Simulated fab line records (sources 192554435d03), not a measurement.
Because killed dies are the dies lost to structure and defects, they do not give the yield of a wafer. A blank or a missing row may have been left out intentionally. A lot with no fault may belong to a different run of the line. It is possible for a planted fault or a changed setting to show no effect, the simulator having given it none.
8D (eight disciplines) problem report, filled in by code | flow n5Finfet | the parts of the form that need people (team, actions taken, sign-off) are left out

== 1. PROBLEM STATEMENT ==
Wafers without a fault read 595.0 W, standard deviation 2.2; rfFwdPowerW at N5_GATE_CUT_ETCH_56 reads a mean of 740.1 W on 6 wafers belonging to 2 lots. That puts it +66 standard deviations away from the usual mean.
The step: etches TiN in Cl2/Ar, target depth 21.6 nm.
Seen first at day 6 23:36 on rieMetal-01, wafer L277.1. Wafers with a number at this step in the record: 29, from 11 lots. The rule behind "out" and "out of limits": a value lying over 4 standard deviations away from the usual mean. Any other wafer with a number is counted as sound.

== 2. WHAT IT IS, AND WHAT IT ISN'T ==
question                    | is                     | is not
which readings at this step | rfFwdPowerW            | drypumpMotorCurrentA, throttleValvePct
which lots                  | L277, L278             | L266, L268, L270, L272, L273, L274, L276, L285, L289
which wafers of those lots  | all that have a number | -
read on which tools         | rieMetal-01            | rieMetal-02, rieMetal-03
when                        | from day 6 23:36       | up to then (19 sound wafers); but 4 sound wafers of L285, L289 came after

== 3. WHAT RULES OUT EACH SUSPECT ==
Counting: any tool at a process step up to the reading is kept as a suspect provided that every lot that is out went through it and no sound lot did after the first of them.
- rieMetal-01 at N5_HKMG_FIN_ETCHBACK_68 (etches the open film in Cl2/Ar, stops on HfO2, target depth 0.5 nm): ruled out as a lasting fault. The sound lots L285 went through it after L277, its earliest lot that is out (day 6 21:41).
- plasmaAsher-02 at N5_HKMG_FIN_STRIP_69 (strips in N2/H2, time 360 s): ruled out as a lasting fault. The sound lots L285 went through it after L277, its earliest lot that is out (day 6 21:49).
- rieMetal-01 at N5_GATE_CUT_ETCH_56 (etches TiN in Cl2/Ar, target depth 21.6 nm): kept. It ran every lot that is out, first L277 (day 6 23:36), and no sound lot after that; its last sound lot up to then is L273 (day 6 02:50). Out on those wafers are its own readings of rfFwdPowerW.
Remaining after the count: rieMetal-01 at N5_GATE_CUT_ETCH_56.

== 4. THE CAUSE (what the simulator had put in) ==
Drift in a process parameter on rieMetal-01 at N5_GATE_CUT_ETCH_56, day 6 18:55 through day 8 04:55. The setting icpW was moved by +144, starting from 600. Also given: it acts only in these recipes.
This tool alone remained once counting was done.

== 5. THE CHAIN OF EFFECTS, in route order ==
Each row: a reading where the mean over the struck wafers with a number is more than 3 standard deviations away from the usual. Readings are gone through only where the record gives a usual standard deviation; hours: the median, over the lots, of the time from a lot's start at the first step in this table giving one to that lot's start at this step; sigmas: the change measured in usual standard deviations.
hours | step                | reading     | usual   | on struck wafers | change | sigmas
0     | N5_GATE_CUT_ETCH_56 | rfFwdPowerW | 595.0 W | 740.1            | +145.1 | +66
Its process steps:
- N5_GATE_CUT_ETCH_56: etches TiN in Cl2/Ar, target depth 21.6 nm.
At these later measuring or inspecting steps, every struck wafer for which the step has a row has a number for every such reading, and none has moved that far: N5_BEOL_M4_RC_MEAS_101.

== 6. HOW IT WOULD HAVE BEEN CAUGHT EARLIER ==
The fault began at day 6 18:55; the first out-of-limits reading in this record came at day 6 23:36, 5 hours later.
